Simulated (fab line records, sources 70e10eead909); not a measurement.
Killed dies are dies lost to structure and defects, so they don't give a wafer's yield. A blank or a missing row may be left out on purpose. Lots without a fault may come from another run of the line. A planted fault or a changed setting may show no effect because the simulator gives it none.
Chamber matching | flow nand_harc | NHARC_A_STAIRCASE_CMP_152 on cmp-03: 4 sister chambers
The step polishes. 8 wafers are shown with their chamber, then 10 later ones without.

WAFERS WITH THEIR CHAMBER
wafer  | chamber | motor_current_A (A) | slurry_filter_dp_kPa (kPa)
L082.6 | 1       | 10.4                | 13.62
L087.4 | 0       | 11.0                | 13.59
L087.6 | 2       | 12.5                | 13.45
L091.2 | 3       | 10.9                | 13.38
L091.3 | 0       | 10.7                | 13.56
L091.6 | 2       | 13.1                | 13.46
L093.3 | 1       | 10.0                | 13.51
L093.4 | 3       | 11.0                | 13.61

WAFERS WITHOUT THEIR CHAMBER
wafer  | motor_current_A (A) | slurry_filter_dp_kPa (kPa)
L093.6 | 10.7                | 13.76
L092.4 | 10.8                | 13.43
L092.5 | 11.5                | 13.48
L092.6 | 12.4                | 13.48
L094.1 | 11.3                | 13.14
L094.2 | 11.2                | 13.41
L094.4 | 10.7                | 13.26
L097.2 | 10.7                | 13.45
L097.4 | 11.7                | 13.65
L097.5 | 12.7                | 13.47

WHICH CHAMBER EACH WENT THROUGH
wafer  | from the rows above          | in truth
L093.6 | can't be placed: 0 or 1 or 3 | 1
L092.4 | can't be placed: 3 or 0 or 1 | 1
L092.5 | can't be placed: 3 or 0      | 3
L092.6 | 2                            | 2
L094.1 | can't be placed: 3 or 0      | 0
L094.2 | can't be placed: 3 or 0      | 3
L094.4 | can't be placed: 3 or 0 or 1 | 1
L097.2 | can't be placed: 3 or 0 or 1 | 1
L097.4 | can't be placed: 0 or 3 or 2 | 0
L097.5 | 2                            | 2
Placed correctly: 2 of 10. Can't be placed from these rows: 8 (the true chamber is among the candidates in 8). Placed wrongly: 0.
How it was worked out, from the rows above alone: a wafer's distance from a chamber is the root of the sum, over the readings, of the square of ((its reading less the chamber's mean) divided by the reading's scatter). The wafer belongs to the nearest chamber; if the next one is less than 2 further off, it can't be placed. A chamber's mean is the mean of its shown wafers. The scatter: the root of (the sum of the squares of (reading less its chamber's mean) over the shown wafers, divided by (wafers less chambers)).
